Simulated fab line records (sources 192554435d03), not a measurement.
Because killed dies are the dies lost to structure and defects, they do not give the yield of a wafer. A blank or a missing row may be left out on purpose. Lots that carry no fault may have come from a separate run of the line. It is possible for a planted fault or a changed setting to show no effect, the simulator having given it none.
Comparing a struck lot with a sound one || flow n5 finfet || 41 out of 1938 route steps
Sound: these wafers, L339.4, L339.5, L339.6. Wafers L340.4, L340.5, L340.6 were the ones struck. Last of all comes the cause.
Order at every step that has rows: each side's tool, ch and its chambers, its first start. Under that, the readings that differ: sound wafers || struck wafers || difference of the means || sigmas: that difference in standard deviations of wafers without a fault.
alike: a reading whose means differ by less than 2 such deviations, as well as words and numbers matching on both sides. not compared: withheld readings; readings where some wafer has no value; bounds like >300 that might hide an equal value; numbers whose values overlap and for which the record gives no deviation.
A row with sigmas, a row that says differs or no value, or rows on one side alone: a step with any of these is where the two part. Non-overlapping numbers with no deviation appear without sigmas and do not part them. A reading that every wafer of one side lacks parts them only if that side has two wafers or more.

first, 9 steps without rows for these wafers: N5_FIN_SAQP_COAT_49 (time 60 s, resist thk 100 nm); N5_FIN_SAQP_COAT_50 (time 60 s, resist thk 35 nm); N5_FIN_SAQP_COAT_10 (resist thk 90 nm); N5_FIN_SAQP_EBR_12; N5_FIN_SAQP_SOFTBAKE_11 (time 60 s); N5_FIN_SAQP_EXPOSE_13 (exposes mask FIN CORE, target cd 35.6 nm); N5_FIN_SAQP_PEB_14 (peb time 60 s); N5_FIN_SAQP_DEVELOP_15 (develop time 30 s); N5_FIN_SAQP_DESCUM_21 (chemistry O2, time 7.9 s).
N5_FIN_SAQP_ETCH_51: etches SiARC in CF4, target depth 45.5 nm, time 75.8 s.
  sound on rie diel-03 ch 0,1, day 4 10:41; struck on rie diel-03 ch 2,3, day 4 17:44
{"reading": "oes product au (a.u.)", "sound": "0.58 0.58 0.73", "struck": "0.82 0.83 0.67", "difference": "+0.14", "sigmas": "+2"}
  alike: drypump motor current A, etch rf on time s, rf vpp V, showerhead plenum p Torr, throttle valve pct
  not compared: rf hours counter h
then, 27 steps without rows for these wafers: N5_FIN_SAQP_ETCH_52 (etches SOC in N2/H2, target depth 100 nm, overetch 20 nm, time 150 s); N5_FIN_SAQP_STRIP_53 (strips in N2/H2); N5_FIN_SAQP_HM_OPEN_73 (chemistry CHF3/O2, target SiO2, stops on a-Si, target depth 12 nm, time 16.8 s); N5_FIN_SAQP_STRIP_74 (strips in CHF3/O2); N5_FIN_SAQP_MANDREL_ETCH_22 (etches a-Si in HBr/Cl2, stops on SiNx, target depth 60 nm, bt time 10 s, time 30 s); N5_FIN_SAQP_STRIP_55 (strips in N2/H2); N5_FIN_SAQP_STRIP_23 (strips in SPM, time 750 s); N5_FIN_SAQP_SRD_66 (time 30 s); N5_FIN_SAQP_RECESS_75 (chemistry HF/NH3, target SiO2, target depth 14.4 nm, afs cycles 3, sublimation time 60 s); N5_FIN_SAQP_SPACER1_ALD_24 (deposits SiO2, target thk 20.3 nm, pulse time 1 s, purge time 2 s); N5_FIN_SAQP_SPACER1_ETCHBACK_25 (etches SiO2 in CHF3/O2, target depth 24.4 nm, time 12.2 s); N5_FIN_SAQP_MANDREL1_REMOVE_56 (chemistry HBr/Cl2/O2, target a-Si, stops on SiNx, bt time 10 s); N5_FIN_SAQP_ETCH_57 (etches SiNx in CH3F/O2, target depth 32.5 nm, time 46.4 s); N5_FIN_SAQP_ETCH_65 (etches SiO2 in CF4, target depth 4 nm, time 4.4 s); N5_FIN_SAQP_MANDREL_ETCH_58 (etches a-Si in HBr/Cl2, stops on SiNx, target depth 45 nm, bt time 10 s, time 27 s); N5_FIN_SAQP_RECESS_63 (chemistry HF/NH3, target SiO2, target depth 18 nm, afs cycles 3, sublimation time 60 s); N5_FIN_SAQP_COAT_68 (time 60 s, resist thk 100 nm); N5_FIN_SAQP_ETCH_69 (etches SOC in N2/H2, stops on SiNx, target depth 150 nm); N5_FIN_SAQP_ETCH_67 (etches SiNx in CH3F/O2, target depth 30 nm); N5_FIN_SAQP_STRIP_70 (strips in N2/H2); N5_FIN_SAQP_RECESS_71 (chemistry HF/NH3, target SiO2, target depth 3 nm, afs cycles 1, sublimation time 60 s); N5_FIN_SAQP_SPACER2_ALD_28 (deposits SiO2, target thk 8.1 nm, pulse time 1 s, purge time 2 s); N5_FIN_SAQP_SPACER2_ETCHBACK_29 (etches SiO2 in CHF3/O2, target depth 12.2 nm, time 6.1 s); N5_FIN_SAQP_MANDREL2_REMOVE_60 (chemistry HBr/Cl2/O2, target a-Si, stops on SiNx, bt time 10 s); N5_FIN_SAQP_HM_OPEN_33 (chemistry CH3F/O2, target SiNx, target depth 49.4 nm, time 70.6 s); N5_FIN_SAQP_ETCH_34 (etches SiO2 in C4F6/O2, target depth 45 nm, time 15 s); N5_FIN_SAQP_STRIP_77 (strips in N2/H2, time 90 s).
N5_FIN_SAQP_INSPECT_40: inspects for defects (brightfield).
  sound on defect inspect-01 at day 4 15:07; struck on defect inspect-02 at day 4 23:37
{"reading": "raw defect count", "sound": "216 354 314", "struck": "1533 1667 1598", "difference": "+1305", "sigmas": "+22"}
N5_FIN_CUT_INSPECT_10: inspects for defects (brightfield).
  sound on defect inspect-01 at day 4 15:38; struck on defect inspect-01 at day 5 00:08
{"reading": "raw defect count", "sound": "41 58 63", "struck": "1450 1585 1449", "difference": "+1441", "sigmas": "+99 or more"}
-- a jump in the record: the struck wafers' starts before and after are 6 days apart (it breaks off in module FIN_CUT and resumes in module BEOL_M4, where the first step shown is number 1111 of the route) --
N5_BEOL_M4_RC_MEAS_101:
  sound on prober-01 ch 0, day 10 05:58; struck on prober-01 ch 0, day 10 16:01
  alike: DIBL_N, DIBL_P, IOFF_N, IOFF_P, ION_N, ION_P, SS_N, SS_P, VT_N, VT_P
-- the record jumps here: 4 days lie between the struck wafers' starts before and after (it left off in module BEOL_M4 and takes up again in module PASSIVATION, whose first step shown is number 1936 of the route) --
N5_PASSIVATION_PROBE_49:
  sound on prober-02 at day 14 08:12; struck on prober-01 at day 14 16:13
{"reading": "defect limited yield (%)", "sound": "91.5 90.9 91.6", "struck": "79.7 77.1 88.0", "difference": -9.7, "sigmas": -6}
{"reading": "killed at front end", "sound": "40 38 46", "struck": "179 193 73", "difference": "+107", "sigmas": "+10"}
{"reading": "killed dies", "sound": "100 107 99", "struck": "240 270 142", "difference": "+115", "sigmas": "+6"}
{"reading": "sort_bin_5_function (%)", "sound": "5.1 5.4 5.2", "struck": "11.9 13.6 6.9", "difference": "+5.6", "sigmas": "+6"}
{"reading": "sort n pass", "sound": "1080 1073 1081", "struck": "940 910 1038", "difference": -115, "sigmas": -6}
{"reading": "sort yield pct (%)", "sound": "91.5 90.9 91.6", "struck": "79.7 77.1 88.0", "difference": -9.7, "sigmas": -6}
  alike: killed_at_M0_to_M3, killed_at_M4_up, killed at contacts, killed at other, killed on rim, killed open, killed short, sort_bin_6_memory

WHERE THEY PART
At N5_FIN_SAQP_ETCH_51 first; at N5_PASSIVATION_PROBE_49 last (within this record only).

WHY: whatever the simulator had introduced
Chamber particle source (rie diel-03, N5_FIN_SAQP_ETCH_51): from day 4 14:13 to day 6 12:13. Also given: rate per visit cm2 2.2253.
